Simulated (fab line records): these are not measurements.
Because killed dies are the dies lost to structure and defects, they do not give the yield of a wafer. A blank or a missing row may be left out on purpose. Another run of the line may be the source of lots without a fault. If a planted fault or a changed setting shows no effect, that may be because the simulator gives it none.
Which of the tools did it?	flow nand harc	24 lots, 72 wafers sampled, at 6 steps of a route of 1302

WHAT THE GAUGES SHOWED, per wafer
NHARC_A_CONTACT_OVL_MEAS_43.
lot	measured	on	overlay x nm (nm)	overlay y nm (nm)
L074	day 20 22:46	overlay-01	0.5 0.6 1.0	-0.1 -0.1 -0.5
L076	day 21 21:31	overlay-01	0.1 0.6 0.2	0.3 -0.2 -0.1
L075	day 21 22:01	overlay-02	-1.1 -1.1 -1.1	0.0 -0.4 0.4
L077	day 22 22:16	overlay-02	0.6 0.1 0.0	1.6 1.6 1.0
L079	day 22 22:31	overlay-02	-0.3 -0.1 -0.5	-0.1 -0.3 -0.5
L078	day 23 06:43	overlay-02	0.5 -0.4 0.3	0.0 -0.1 0.1
L081	day 24 09:30	overlay-02	-0.1 -0.3 -0.5	0.6 0.6 1.3
L082	day 24 06:50	overlay-01	-0.1 0.2 0.1	-1.1 -0.8 -0.8
L080	day 24 12:45	overlay-02	-0.1 -0.5 -0.3	-0.6 0.1 -0.5
L084	day 25 10:14	overlay-01	-0.2 -0.3 -0.4	2.0 2.4 2.1
L083	day 25 09:41	overlay-01	1.1 1.1 0.8	-0.4 -0.4 -0.8
L085	day 25 14:13	overlay-01	1.0 0.9 0.6	-0.2 0.5 -0.1
L086	day 26 06:27	overlay-02	-0.4 -0.5 -0.5	0.3 -0.4 0.1
L087	day 26 20:28	overlay-02	-0.2 -0.1 -0.2	-0.8 -0.3 0.1
L089	day 27 14:10	overlay-02	1.7 1.9 1.1	-0.1 -0.2 -0.3
L088	day 27 12:55	overlay-02	0.7 0.4 0.7	0.5 0.2 -0.3
L091	day 28 04:41	overlay-02	-1.6 -1.5 -1.3	0.4 0.6 0.0
L090	day 28 03:19	overlay-02	-0.2 -0.4 0.0	-0.6 -0.6 -0.8
L092	day 28 13:22	overlay-01	1.0 0.4 0.3	-1.1 -1.3 -0.9
L093	day 29 03:46	overlay-01	-0.4 0.4 0.4	-0.4 -0.1 0.0
L094	day 29 13:07	overlay-01	-0.5 -0.9 -0.5	-0.9 -0.2 -1.2
L095	day 30 09:46	overlay-02	-0.8 -0.4 -0.7	0.5 0.2 0.1
L096	day 30 11:17	overlay-02	0.8 0.4 0.4	1.9 2.4 1.5
L097	day 31 06:25	overlay-02	-1.7 -2.1 -1.6	0.7 0.0 -0.8

NHARC_A_CONTACT_CD_MEAS_69: the cd target is 300 nm.
lot	measured	on	cd nm (nm)
L074	day 21 17:23	cd sem-01	300.6 299.8 299.9
L076	day 22 07:48	cd sem-01	299.9 298.5 299.9
L075	day 22 10:06	cd sem-02	300.0 299.6 299.9
L077	day 23 08:17	cd sem-03	299.7 301.1 300.2
L079	day 23 11:30	cd sem-03	299.9 299.4 300.4
L078	day 23 17:05	cd sem-03	300.6 299.6 300.1
L081	day 24 20:13	cd sem-01	299.4 299.4 299.8
L082	day 24 16:59	cd sem-02	300.0 299.8 299.6
L080	day 24 22:46	cd sem-03	300.9 300.3 300.6
L084	day 25 21:16	cd sem-02	299.2 300.0 299.0
L083	day 26 00:05	cd sem-03	300.9 300.2 299.9
L085	day 26 03:19	cd sem-01	300.0 299.8 299.9
L086	day 26 17:41	cd sem-03	300.3 299.3 299.8
L087	day 27 06:50	cd sem-01	298.1 298.9 298.5
L089	day 28 00:55	cd sem-03	300.3 299.1 300.7
L088	day 27 23:04	cd sem-02	299.8 299.0 299.9
L091	day 28 14:51	cd sem-01	298.4 299.8 300.2
L090	day 28 14:38	cd sem-03	298.9 300.1 299.5
L092	day 29 01:25	cd sem-01	300.2 300.5 299.1
L093	day 29 14:26	cd sem-03	300.6 300.8 300.0
L094	day 29 23:24	cd sem-02	299.5 300.3 299.4
L095	day 30 20:06	cd sem-01	299.1 299.7 300.3
L096	day 30 21:55	cd sem-02	299.4 300.7 300.7
L097	day 31 17:37	cd sem-02	299.2 299.6 298.9

WHAT TOOL EACH LOT RAN ON (gives the tool, then ch and the chambers of the sampled wafers, and finally the start)
lot	NHARC_A_SGD_CUT_STRIP_28	NHARC_A_CONTACT_ETCH_114	NHARC_A_CONTACT_ETCH_118	NHARC_A_CONTACT_ETCH_90
L074	rie diel-03 ch 1,3, day 20 22:46 or earlier	har cap etch-01 ch 0,1, day 21 01:17	har cap etch-01 ch 0,1, day 21 01:58	rie diel-01 ch 2,3, day 21 03:49
L076	rie diel-03 ch 0,2, day 21 21:31 or earlier	har cap etch-03 ch 0,1, day 22 00:01	har cap etch-03 ch 0,1, day 22 00:42	rie diel-06 ch 1,2,3, day 22 02:34
L075	rie diel-03 ch 1,2,3, day 21 22:01 or earlier	har cap etch-02 ch 0,1, day 22 01:50	har cap etch-02 ch 0,1, day 22 02:31	rie diel-06 ch 0,1,3, day 22 04:22
L077	rie diel-03 ch 0,1,3, day 22 22:16 or earlier	har cap etch-01 ch 0,1, day 23 00:44	har cap etch-01 ch 0,1, day 23 01:26	rie diel-06 ch 0,1,2, day 23 03:17
L079	rie diel-09 ch 1,2, day 22 22:31 or earlier	har cap etch-03 ch 0,1, day 23 03:52	har cap etch-03 ch 0,1, day 23 04:34	rie diel-06 ch 0,1, day 23 06:20
L078	rie diel-08 ch 1,2, day 23 06:43 or earlier	har cap etch-02 ch 0,1, day 23 09:23	har cap etch-02 ch 0,1, day 23 10:04	rie diel-06 ch 0,3, day 23 11:50
L081	rie diel-08 ch 1,2, day 24 09:30 or earlier	har cap etch-03 ch 0,1, day 24 11:59	har cap etch-03 ch 0,1, day 24 12:40	rie diel-13 ch 0,1, day 24 14:28
L082	rie diel-03 ch 0,1,3, day 24 06:50 or earlier	har cap etch-01 ch 0,1, day 24 09:22	har cap etch-01 ch 0,1, day 24 10:02	rie diel-13 ch 2,3, day 24 11:50
L080	rie diel-09 ch 0,1, day 24 12:45 or earlier	har cap etch-02 ch 1, day 24 15:13	har cap etch-02 ch 1, day 24 15:53	rie diel-13 ch 0,1,3, day 24 17:45
L084	rie diel-08 ch 0,1,2, day 25 10:14 or earlier	har cap etch-03 ch 0,1, day 25 13:05	har cap etch-03 ch 0,1, day 25 13:46	rie diel-13 ch 0,2,3, day 25 15:40
L083	rie diel-03 ch 0,1,3, day 25 09:41 or earlier	har cap etch-01 ch 1, day 25 12:30	har cap etch-01 ch 1, day 25 13:11	rie diel-06 ch 0,1, day 25 15:22
L085	rie diel-09 ch 0,1,2, day 25 14:13 or earlier	har cap etch-02 ch 0,1, day 25 17:30	har cap etch-02 ch 0,1, day 25 18:11	rie diel-06 ch 0,2, day 25 19:59
L086	rie diel-08 ch 0,2,3, day 26 06:27 or earlier	har cap etch-01 ch 0,1, day 26 08:55	har cap etch-01 ch 0,1, day 26 09:35	rie diel-06 ch 0,3, day 26 11:26
L087	rie diel-09 ch 0,1,3, day 26 20:28 or earlier	har cap etch-02 ch 0,1, day 26 22:56	har cap etch-02 ch 0,1, day 26 23:38	rie diel-06 ch 1,2,3, day 27 01:29
L089	rie diel-08 ch 0,1,2, day 27 14:10 or earlier	har cap etch-03 ch 0,1, day 27 16:38	har cap etch-03 ch 0,1, day 27 17:20	rie diel-06 ch 0,2, day 27 19:10
L088	rie diel-09 ch 2,3, day 27 12:55 or earlier	har cap etch-02 ch 0,1, day 27 15:26	har cap etch-02 ch 0,1, day 27 16:07	rie diel-06 ch 2,3, day 27 17:53
L091	rie diel-08 ch 0,2,3, day 28 04:41 or earlier	har cap etch-01 ch 0,1, day 28 07:11	har cap etch-01 ch 0,1, day 28 07:52	rie diel-13 ch 0,2, day 28 09:39
L090	rie diel-09 ch 1,2,3, day 28 03:19 or earlier	har cap etch-03 ch 0,1, day 28 05:46	har cap etch-03 ch 0,1, day 28 06:27	rie diel-01 ch 0,2,3, day 28 08:44
L092	rie diel-08 ch 0,2, day 28 13:22 or earlier	har cap etch-01 ch 0,1, day 28 15:50	har cap etch-01 ch 0,1, day 28 16:31	rie diel-13 ch 2,3, day 28 18:19
L093	rie diel-08 ch 0,1,3, day 29 03:46 or earlier	har cap etch-02 ch 0,1, day 29 06:20	har cap etch-02 ch 0,1, day 29 07:01	rie diel-13 ch 2,3, day 29 08:46
L094	rie diel-09 ch 0,2,3, day 29 13:07 or earlier	har cap etch-01 ch 0,1, day 29 15:39	har cap etch-01 ch 0,1, day 29 16:20	rie diel-06 ch 0,1,2, day 29 18:08
L095	rie diel-03 ch 1,2,3, day 30 09:46 or earlier	har cap etch-03 ch 1, day 30 12:14	har cap etch-03 ch 1, day 30 12:56	rie diel-06 ch 0,2, day 30 14:44
L096	rie diel-08 ch 0,1,2, day 30 11:17 or earlier	har cap etch-01 ch 0,1, day 30 13:47	har cap etch-01 ch 0,1, day 30 14:28	rie diel-06 ch 2,3, day 30 16:15
L097	rie diel-03 ch 0,1,2, day 31 06:25 or earlier	har cap etch-03 ch 0,1, day 31 08:55	har cap etch-03 ch 0,1, day 31 09:36	rie diel-06 ch 0,1,2, day 31 11:25
- NHARC_A_SGD_CUT_STRIP_28: strips in O2, time 20 s.
- NHARC_A_CONTACT_ETCH_114: etches the open film in C4F8/O2/Ar, time 190 s, target depth 1850 nm.
- NHARC_A_CONTACT_ETCH_118: etches the open film in C4F8/O2/Ar, time 190 s, target depth 1850 nm.
- NHARC_A_CONTACT_ETCH_90: etches the open film in CH3F/O2, target depth 40 nm, time 85.7 s.

WHAT THE TOOLS THEMSELVES READ (means of the sampled wafers that have a number; where no wafer has one, the mark that the record gives instead)
NHARC_A_SGD_CUT_STRIP_28.
lot	tool	drypump motor current A (A)	o2 flow sccm (sccm)	oes product au (a.u.)	rf vpp V (V)	showerhead plenum p Torr (Torr)	throttle valve pct (%)
L074	rie diel-03	6.50	501.7	0.988	58.2	3.56	17.030
L076	rie diel-03	5.80	497.6	0.982	57.7	3.35	17.037
L075	rie diel-03	6.24	501.2	0.983	57.9	3.48	17.035
L077	rie diel-03	6.21	500.1	1.002	58.1	3.48	17.036
L079	rie diel-09	5.93	499.8	0.998	57.3	3.53	17.029
L078	rie diel-08	5.98	502.7	0.989	57.6	3.43	17.040
L081	rie diel-08	6.11	500.3	0.988	57.7	3.39	17.034
L082	rie diel-03	6.23	501.3	0.997	57.1	3.48	17.032
L080	rie diel-09	5.79	499.2	1.010	57.4	3.57	17.042
L084	rie diel-08	6.02	498.8	0.991	58.0	3.41	17.029
L083	rie diel-03	6.20	500.0	1.002	58.0	3.48	17.034
L085	rie diel-09	5.91	501.7	1.002	58.3	3.48	17.041
L086	rie diel-08	5.91	501.2	0.991	57.4	3.40	17.043
L087	rie diel-09	5.94	500.2	1.007	57.5	3.48	17.035
L089	rie diel-08	6.01	501.4	0.993	56.7	3.41	17.042
L088	rie diel-09	6.06	499.3	1.008	57.8	3.42	17.027
L091	rie diel-08	5.88	499.1	0.991	56.9	3.39	17.034
L090	rie diel-09	5.93	498.5	1.000	57.6	3.51	17.043
L092	rie diel-08	6.04	501.5	0.993	57.2	3.39	17.041
L093	rie diel-08	5.77	498.6	0.995	57.4	3.44	17.027
L094	rie diel-09	6.04	498.7	1.007	57.5	3.38	17.041
L095	rie diel-03	6.27	500.8	0.997	58.5	3.47	17.034
L096	rie diel-08	6.00	501.1	0.986	57.2	3.41	17.030
L097	rie diel-03	6.11	501.3	0.998	57.3	3.41	17.034

NHARC_A_CONTACT_ETCH_114.
lot	tool	oes air line au (a.u.)
L074	har cap etch-01	0.982
L076	har cap etch-03	1.026
L075	har cap etch-02	1.013
L077	har cap etch-01	0.995
L079	har cap etch-03	1.006
L078	har cap etch-02	0.984
L081	har cap etch-03	0.975
L082	har cap etch-01	0.987
L080	har cap etch-02	0.991
L084	har cap etch-03	1.009
L083	har cap etch-01	1.005
L085	har cap etch-02	1.006
L086	har cap etch-01	0.992
L087	har cap etch-02	1.003
L089	har cap etch-03	1.007
L088	har cap etch-02	0.995
L091	har cap etch-01	0.990
L090	har cap etch-03	0.991
L092	har cap etch-01	1.009
L093	har cap etch-02	0.993
L094	har cap etch-01	1.005
L095	har cap etch-03	1.009
L096	har cap etch-01	1.000
L097	har cap etch-03	1.009

NHARC_A_CONTACT_ETCH_118.
lot	tool	oes air line au (a.u.)
L074	har cap etch-01	1.017
L076	har cap etch-03	0.981
L075	har cap etch-02	0.998
L077	har cap etch-01	0.981
L079	har cap etch-03	1.004
L078	har cap etch-02	0.994
L081	har cap etch-03	0.991
L082	har cap etch-01	0.984
L080	har cap etch-02	0.984
L084	har cap etch-03	0.981
L083	har cap etch-01	1.007
L085	har cap etch-02	1.011
L086	har cap etch-01	1.004
L087	har cap etch-02	0.975
L089	har cap etch-03	1.025
L088	har cap etch-02	0.991
L091	har cap etch-01	1.022
L090	har cap etch-03	0.986
L092	har cap etch-01	1.010
L093	har cap etch-02	0.980
L094	har cap etch-01	1.034
L095	har cap etch-03	1.015
L096	har cap etch-01	0.985
L097	har cap etch-03	0.995

NHARC_A_CONTACT_ETCH_90.
lot	tool	drypump motor current A (A)	o2 flow sccm (sccm)	oes product au (a.u.)	rf vpp V (V)	showerhead plenum p Torr (Torr)	throttle valve pct (%)
L074	rie diel-01	5.5	29.93	0.93	243.9	2.42	20.661
L076	rie diel-06	6.1	29.92	0.93	244.4	2.47	20.662
L075	rie diel-06	5.9	30.00	0.93	244.6	2.51	20.665
L077	rie diel-06	5.6	29.95	0.95	244.6	2.44	20.671
L079	rie diel-06	5.9	30.00	1.00	245.6	2.53	20.668
L078	rie diel-06	5.5	29.99	0.92	244.0	2.46	20.662
L081	rie diel-13	5.6	29.97	0.99	244.0	2.40	20.667
L082	rie diel-13	6.2	30.03	0.98	243.1	2.40	20.671
L080	rie diel-13	5.8	29.97	0.99	243.4	2.41	20.666
L084	rie diel-13	5.9	30.01	0.93	243.5	2.41	20.659
L083	rie diel-06	5.4	29.99	0.95	244.2	2.48	20.659
L085	rie diel-06	5.2	29.93	0.92	243.0	2.39	20.665
L086	rie diel-06	6.0	30.04	1.00	244.3	2.48	20.654
L087	rie diel-06	6.1	30.02	0.95	243.8	2.46	20.666
L089	rie diel-06	5.4	29.90	0.92	243.7	2.35	20.664
L088	rie diel-06	5.9	29.91	0.94	243.0	2.37	20.675
L091	rie diel-13	5.7	30.04	0.90	244.0	2.40	20.670
L090	rie diel-01	5.7	29.91	1.02	242.4	2.39	20.667
L092	rie diel-13	6.1	30.01	0.91	243.7	2.38	20.667
L093	rie diel-13	6.1	29.99	0.91	243.3	2.38	20.664
L094	rie diel-06	5.6	30.01	1.01	243.5	2.43	20.670
L095	rie diel-06	5.2	29.98	0.93	243.3	2.39	20.669
L096	rie diel-06	5.9	29.93	0.93	243.4	2.37	20.665
L097	rie diel-06	5.6	30.00	0.99	243.0	2.43	20.659

THE ANSWER, worked out from the rows above alone
Rule: the usual values come from the lots themselves. Put in order of their means at a reading, lots are off if they are a third of the lots or fewer, leave a main group of 4 or more, and stand apart from it by a gap of 3 or more times the standard deviation of the main group's means; of several such gaps the widest counts. If all means in a main group match to the digits the tables above print for the reading, that group is not used. A lot without any number at a reading at which 4 lots or more have one is off too. Where the step has rows for the other lots, those lots are counted as sound. After the gauges, taken in route order, come the tools' own readings; for these a lot's mean is taken, as printed above. At the first step where some lot is off, the reading lying furthest off is the one used; lots without a number count as furthest.
Across all readings shown, no lot is off: no conclusion can be drawn from this.

WHAT WAS PUT IN BY THE SIMULATOR
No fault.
